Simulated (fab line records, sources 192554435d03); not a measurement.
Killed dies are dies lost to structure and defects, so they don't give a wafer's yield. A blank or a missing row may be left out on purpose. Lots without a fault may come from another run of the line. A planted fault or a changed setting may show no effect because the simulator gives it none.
fab line records | flow n5_finfet
record lots=4 wafers=10 last_day=15
route steps=1938 shown BEOL_M5@1185 BEOL_M6@1194
lots that met no fault: from a run of the same line without faults
start_h: hours from the record's first day to the start of the lot's first wafer shown | wait_h: hours since the lot's step before | " the same as in the row above | L1.1+2: a row that stands for several wafers | - no value, or no start given | * or withheld: withheld | < > ~ a bound
route shown NAME@n: a module of which the file shows steps, and the number in the route of the first | usual: mean/standard deviation of fault-free wafers | same: alike in all rows | chamber/n: place in a boat | sites: the reading at each site | _std_site: their standard deviation | _edge_site: outer sites' mean less inner sites' | radius_mm: how far each site lies from the wafer's centre | mask NAME#n: copy n | behind: the tool/chamber that last shaped the wafer | hold: why the lot was held/for how many hours/how that ended | device: the transistor (n, p or np) that didn't switch | end of line: the same wafers' tests at the end of the route | a step without rows: its recipe alone | killed: dies lost to structure and defects at the first sort, not the wafer's yield | map: a wafer's dies, x killed, . not, _ none there
set.NAME: the setting as run; set.NAME@STEP: as run at that earlier step | model.NAME: the simulator's own value behind a step, which no gauge read
lots at some steps of the route; a table a step, a row a wafer
services: from which hour (start_h, from the record's first day; less than 0 if before it) a tool's chamber was out of use, for how many hours, and why
## steps
# step N5_BEOL_M5_ANNEAL_51
# recipe temp_c=225 time_s=90 ambient=N2
# step N5_BEOL_M5_CMP_52
# recipe stop_on=SiCOH_lowk t_overpolish_s=6.9 down_force_psi=1 platen_rpm=50 clearing_platen_down_force_psi=1.5 clearing_platen_rpm=50 post_cmp_clean=cu_alkaline target_thk_nm=62 clearing_platen_pad_velocity_m_s=0.99484 pad_velocity_m_s=0.99484
# step N5_BEOL_M5_PRE_CLEAN_77
# recipe gas=NH3/H2 time_s=15 temp_c=* rf_power_w=300
# step N5_BEOL_M5_CO_CAP_78
# recipe material=Co target_thk_a=20 temp_c=200 precursor=CCTBA/H2 pressure_torr=30 time_s=102.1
# step N5_BEOL_M5_PRE_CLEAN_55
# recipe gas=NH3 time_s=15 temp_c=withheld rf_power_w=300
# step N5_BEOL_M5_DEP_56
# recipe material=SiCN target_thk_a=80 temp_c=withheld precursor=3MS/NH3 pressure_torr=3 rf_w=202 time_s=14
# step N5_BEOL_M6_ILD_DEP_00
# recipe material=SiCOH_lowk target_thk_a=1797.5 temp_c=300 precursor=DEMS/porogen pressure_torr=5 rf_w=500 time_s=33.4
# step N5_BEOL_M6_CURE_74
# recipe temp_c=385 time_s=240 ambient=He/Ar material=SiCOH_lowk
# step N5_BEOL_M6_PECVD_70
# recipe material=SiO2 target_thk_a=200 temp_c=400 precursor=TEOS/O2 pressure_torr=5.5 rf_w=450 teos_flow_sccm=53.8 gas=O2 flow_sccm=3000 time_s=22.7
# usual heater_power_w=698/86 showerhead_plenum_p_Torr=8.79/0.045 susceptor_temp_C=399.98/0.21 throttle_valve_pct=23.0/0.9
# columns lot.wafer tool chamber start_h wait_h heater_power_w showerhead_plenum_p_Torr susceptor_temp_C throttle_valve_pct model.SiO2_of_BEOL_M6_PECVD_70.thk_nm
L841.1 pecvd-01 2 179.20 0.0 631 8.73 400.43 23.5 20.2
L841.4 " 0 " " 844 8.72 399.93 21.6 20.4
L841.5 " 1 " " 829 8.80 399.72 23.0 20.4
L847.2 pecvd-01 2 205.45 0.0 609 8.75 399.98 23.7 20
L847.6 " 2 " " 605 8.77 400.16 23.4 27.6
L849.2 pecvd-01 0 217.73 0.0 724 8.71 400.10 22.1 20
L849.6 " 2 " " 611 8.76 399.67 23.6 27.2
L856.2 pecvd-03 2 266.06 0.0 609 8.85 399.79 22.4 19.8
L856.3 " 0 " " 672 8.84 399.99 25.0 19.8
L856.4 " 2 " " 618 8.84 400.09 22.5 20.2
# step N5_BEOL_M6_HM_DEP_02
# recipe material=TiN target_thk_a=200 temp_c=25 chamber_pressure_pa=0.49996
# step N5_BEOL_M6_COAT_59
# recipe resist=SOC temp_c=250 time_s=60 spin_rpm=1500 resist_thk_nm=100
# step N5_BEOL_M6_COAT_60
# recipe resist=SiARC temp_c=220 time_s=60 spin_rpm=1500 resist_thk_nm=35
# step N5_BEOL_M6_COAT_05
# recipe resist=CAR-ArF spin_rpm=1500 resist_thk_nm=90
# step N5_BEOL_M6_EBR_07
# recipe solvent=PGMEA ebr_width_mm=1.5
# step N5_BEOL_M6_SOFTBAKE_06
# recipe temp_c=110 time_s=60 resist=CAR-ArF
# step N5_BEOL_M6_EXPOSE_08
# recipe mask_id=M6 na=1.35 source_shape=dipole sigma_inner=0.817 sigma_outer=0.97 polarization=te dose_mj=68.25
# step N5_BEOL_M6_PEB_09
# recipe peb_temp_c=withheld peb_time_s=60 resist=CAR-ArF
# step N5_BEOL_M6_DEVELOP_10
# recipe develop_time_s=30 developer=TMAH resist=CAR-ArF rinse_liquid=diw dry=air_spin dev_temp_c=23
# step N5_BEOL_M6_DESCUM_16
# recipe chemistry=O2 time_s=7.9 source_power_w=50 bias_power_w=20 pressure_mtorr=20 rf_frequency_hz=2.712e+07 temp_c=40 resist=CAR-ArF o2_flow_sccm=225
# step N5_BEOL_M6_ETCH_61
# recipe chemistry=CF4 target=SiARC target_depth_a=455 mask_material=CAR-ArF time_s=75.8 ion_energy_ev=80 pressure_mtorr=40 source_w=545 bias_w=36 Ar_flow_sccm=100 cf4_flow_sccm=100 ends=cleared
# step N5_BEOL_M6_ETCH_62
# recipe chemistry=N2/H2 target=SOC target_depth_a=1100 overetch_a=220 mask_material=SiARC temp_c=40 time_s=165 ion_energy_ev=200 pressure_mtorr=30 source_w=840 bias_w=150 n2_flow_sccm=200 h2_flow_sccm=200
# step N5_BEOL_M6_STRIP_68
# recipe chemistry=N2/H2 temp_c=40 n2_flow_sccm=200 h2_flow_sccm=200 rf_frequency_hz=6e+07
# step N5_BEOL_M6_STRIP_67
# recipe chemistry=CF4 resist=SiARC power_w=300 bias_power_w=75 pressure_mtorr=50 cf4_flow_sccm=150 rf_frequency_hz=6e+07
# step N5_BEOL_M6_HM_OPEN_17
# recipe chemistry=Cl2/BCl3 target_depth_a=200 overetch_a=60 target=TiN mask_material=SOC ion_energy_ev=150 pressure_mtorr=10 icp_w=1000 bias_w=126 Cl2_flow_sccm=53.25 bcl3_flow_sccm=21.75 Ar_flow_sccm=25
# step N5_BEOL_M6_STRIP_19
# recipe chemistry=O2 power_w=400 temp_c=40 pressure_mtorr=30 rf_frequency_hz=6e+07 bias_power_w=0 overash_fraction=0.2 o2_flow_sccm=225
# step N5_BEOL_M6_COAT_63
# recipe resist=SOC temp_c=250 time_s=60 spin_rpm=1500 resist_thk_nm=60
# step N5_BEOL_M6_COAT_64
# recipe resist=SiARC temp_c=220 time_s=60 spin_rpm=1500 resist_thk_nm=12
# step N5_BEOL_M6_COAT_71
# recipe resist=underlayer temp_c=205 time_s=60 spin_rpm=1500 resist_thk_nm=5
# step N5_BEOL_M6_COAT_22
# recipe resist=CAR-EUV spin_rpm=1500 resist_thk_nm=30
# step N5_BEOL_M6_EBR_24
# recipe solvent=PGMEA ebr_width_mm=1.5
# step N5_BEOL_M6_SOFTBAKE_23
# recipe temp_c=110 time_s=60 resist=CAR-EUV
# step N5_BEOL_M6_EXPOSE_25
# recipe mask_id=V5 na=0.33 source_shape=annular sigma_inner=0.4 sigma_outer=0.8 polarization=unpolarized target_cd_nm=40 dose_mj=45
# step N5_BEOL_M6_PEB_26
# recipe peb_temp_c=100 peb_time_s=60 resist=CAR-EUV
# step N5_BEOL_M6_DEVELOP_27
# recipe develop_time_s=30 developer=TMAH resist=CAR-EUV rinse_liquid=surfactant_rinse dry=air_spin dev_temp_c=23
# step N5_BEOL_M6_HM_STRIP_39
# recipe chemistry=peroxide_tin_strip material=TiN target_depth_a=250 temp_c=50 time_s=158
# same time_s=158
# columns lot.wafer tool chamber start_h wait_h model.SiO2_of_BEOL_M6_PECVD_70.thk_nm
L841.1 wet_bench-03 7 186.63 0.0 20
L841.4+5 " 3,4 " " 20.2
L847.2 wet_bench-03 2 209.21 0.0 20
L847.6 " 7 " " 27.6
L849.2 wet_bench-01 2 220.34 0.0 19.8
L849.6 " 1 " " 27.2
L856.2+3 wet_bench-01 2,7 270.63 0.0 19.6
L856.4 " 0 " " 20
# step N5_BEOL_M6_CMP_52
# recipe stop_on=SiCOH_lowk t_overpolish_s=6.9 down_force_psi=1 platen_rpm=50 clearing_platen_down_force_psi=1.5 clearing_platen_rpm=50 post_cmp_clean=cu_alkaline target_thk_nm=80 clearing_platen_pad_velocity_m_s=0.99484 pad_velocity_m_s=0.99484
# usual barrier_field_endpoint_s=28.7/0.61 motor_current_A=6.2/0.54
# columns lot.wafer tool chamber start_h wait_h barrier_field_endpoint_s motor_current_A
L841.1 cmp-02 1 189.70 0.3 28.7 6.4
L841.4 " 0 " " 28.9 7.0
L841.5 " 2 " " 28.9 6.8
L847.2 cmp-02 3 211.73 0.2 27.8 6.0
L847.6 " 2 " " 37.5 6.8
L849.2 cmp-04 0 222.35 0.3 27.5 6.0
L849.6 " 1 " " 35.2 6.0
L856.2 cmp-02 1 273.63 0.2 28.2 6.3
L856.3 " 2 " " 27.8 6.7
L856.4 " 3 " " 28.1 6.2
## services
# columns tool chamber start_h hours kind
cmp-02 - 183.50 0.6 repair
pecvd-01 2 220.00 - clean
cmp-04 - 229.25 4.0 pm
cmp-04 - 233.25 - consumable_replace:conditioner
cmp-04 - 233.25 - consumable_replace:pad
pecvd-01 0 249.50 5.5 scheduled_down
pecvd-03 - 254.41 2.8 pm
cmp-04 - 265.45 1.7 repair
## key
first_sign step=N5_BEOL_M6_CMP_52 reading=barrier_field_endpoint_s direction=up sigmas=13 usual=28.7 struck=36.4
effect none on later readings
model_effect step=N5_BEOL_M6_PECVD_70 value=SiO2_of_BEOL_M6_PECVD_70.thk_nm without=20.2 struck=27.4
model_effect step=N5_BEOL_M6_HM_STRIP_39 value=SiO2_of_BEOL_M6_PECVD_70.thk_nm without=20 struck=27.4
met_at N5_BEOL_M6_PECVD_70
struck_wafers L847.6,L849.6
onset_between 179.20 205.45
fault kind=process_parameter_drift tool=pecvd-01 chamber=- onset_h=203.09 steps=N5_BEOL_M6_PECVD_70 channel=time_s offset=* shape=step end_h=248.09 scope=struck_wafers_only acts_in=* stated=*
